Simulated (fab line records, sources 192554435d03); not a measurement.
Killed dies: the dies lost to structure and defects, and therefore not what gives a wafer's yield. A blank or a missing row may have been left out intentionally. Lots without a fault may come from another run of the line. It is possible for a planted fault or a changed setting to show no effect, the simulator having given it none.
Comparing a struck lot with a sound one    flow n5-finfet    21 steps out of a route of 1938
Sound: wafers L871.1, L871.2, L871.4. Struck: wafer L881.1 (left out: L881.4, a lot-mate that was not struck); the cause follows at the end.
Order at every step that has rows: each side's tool, ch and its chambers, its first start. Under that, the readings that differ: sound wafers    struck wafers    difference of the means    sigmas: that difference in standard deviations of wafers without a fault.
alike: a reading whose means differ by less than 2 such deviations, as well as words and numbers matching on both sides. not compared: withheld readings; readings where some wafer has no value; bounds like >300 that might hide an equal value; numbers whose values overlap and for which the record gives no deviation.
A row with sigmas, a row that says differs or no value, or rows on one side alone: a step with any of these is where the two part. When numbers do not overlap yet have no deviation, they are printed without sigmas and do not part them. Lack of a reading on every wafer of one side parts them only where that side has two or more wafers.

first, 8 steps without rows for these wafers: N5_BEOL_M14_COAT_58 (time 60 s, resist thk 89 nm); N5_BEOL_M14_COAT_04 (resist thk 800 nm); N5_BEOL_M14_EBR_06; N5_BEOL_M14_SOFTBAKE_05 (time 60 s); N5_BEOL_M14_EXPOSE_07 (exposes mask V13); N5_BEOL_M14_PEB_08 (peb time 90 s); N5_BEOL_M14_DEVELOP_09 (develop time 45 s); N5_BEOL_M14_HARDBAKE_14 (time 120 s).
N5_BEOL_M14_CD_MEAS_10: target cd 250 nm.
  sound on cd-sem-02 ch 0, day 13 01:50; struck on cd-sem-03 ch 0, day 15 10:18
  alike: cd-nm
N5_BEOL_M14_OVL_MEAS_11:
  sound on overlay-01 ch 0, day 13 01:52; struck on overlay-01 ch 0, day 15 10:20
  alike: V13_OVL
N5_BEOL_M14_INSPECT_12: inspects for defects (macro).
  sound: defect-inspect-01 at day 13 01:53; struck: defect-inspect-02 at day 15 10:21
  alike: raw-defect-count
N5_BEOL_M14_DESCUM_15: chemistry O2, time 7.9 s.
  sound on rie-diel-01 ch 0,1,3, day 13 02:22; struck on rie-diel-01 ch 3, day 15 10:23
reading                 sound              struck  difference  sigmas
o2-flow-sccm (sccm)     223.7 225.0 224.5  225.8   +1.4        +2
rf-hours-counter-h (h)  51 4 151           172     +103        
  alike: drypump-motor-current-A, oes-product-au, rf-vpp-V, showerhead-plenum-p-Torr, throttle-valve-pct
N5_BEOL_M14_ETCH_59: etches BARC in N2/H2, target depth 89 nm, overetch 26.7 nm, time 67.9 s.
  sound on rie-diel-01 ch 0,1,3, day 13 02:25; struck on rie-diel-01 ch 3, day 15 10:25
reading                                     sound              struck  difference  sigmas
rf-hours-counter-h (h)                      51 4 151           172     +103        
model.coat_of_BEOL_M14_COAT_04.thk-nm (nm)  718.8 713.8 720.2  682     -36         
  alike: drypump-motor-current-A, oes-product-au, rf-vpp-V, showerhead-plenum-p-Torr, throttle-valve-pct
N5_BEOL_M14_VIA_ETCH_16: etches SiO2 in C4F8/O2/Ar, target depth 1231.3 nm.
  sound on rie-diel-01 ch 0,1,3, day 13 02:28; struck on rie-diel-01 ch 3, day 15 10:28
reading                                     sound          struck  difference  sigmas
model.coat_of_BEOL_M14_COAT_04.thk-nm (nm)  451 458.8 450  412.2   -41.1       
  alike: C4F8_flow_sccm, O2_flow_sccm, drypump-motor-current-A, he-outer-torr, mfc-ar-sccm, oes_o_777_au, oes-product-au, rf-vpp-V, showerhead-plenum-p-Torr, throttle-valve-pct
N5_BEOL_M14_STRIP_63: strips in O2.
  sound: rie-diel-01 ch 0,1,3; struck: rie-diel-01 ch 3
reading                 sound              struck  difference  sigmas
o2-flow-sccm (sccm)     224.4 225.1 224.0  226.7   +2.2        +3
rf-hours-counter-h (h)  51 4 151           172     +103        
  alike: drypump-motor-current-A, oes-product-au, rf-vpp-V, showerhead-plenum-p-Torr, throttle-valve-pct
N5_BEOL_M14_STRIP_64: strips in O2.
  sound: rie-diel-01 ch 0,1,3; struck: rie-diel-01 ch 3
reading                 sound     struck  difference  sigmas
rf-hours-counter-h (h)  51 4 151  172     +103        
  alike: drypump-motor-current-A, o2-flow-sccm, oes-product-au, rf-vpp-V, showerhead-plenum-p-Torr, throttle-valve-pct
then, 2 steps without rows for these wafers: N5_BEOL_M14_STRIP_71 (strips in post etch residue remover, time 60 s); N5_BEOL_M14_SRD_72 (time 30 s, dry time 30 s).
N5_BEOL_M14_CD_MEAS_17: target cd 250 nm.
  sound: cd-sem-03 at day 13 02:49; struck: cd-sem-03 at day 15 10:49
reading     sound              struck  difference  sigmas
cd-nm (nm)  252.4 249.8 251.1  261.9   +10.8       +4
then, 2 steps without rows for these wafers: N5_BEOL_M14_COAT_65 (time 60 s, resist thk 450 nm); N5_PASSIVATION_PROBE_49.

WHERE THEY PART
Last at N5_BEOL_M14_CD_MEAS_17 as far as this record goes, first at N5_BEOL_M14_DESCUM_15.

WHY: what had been put in by the simulator
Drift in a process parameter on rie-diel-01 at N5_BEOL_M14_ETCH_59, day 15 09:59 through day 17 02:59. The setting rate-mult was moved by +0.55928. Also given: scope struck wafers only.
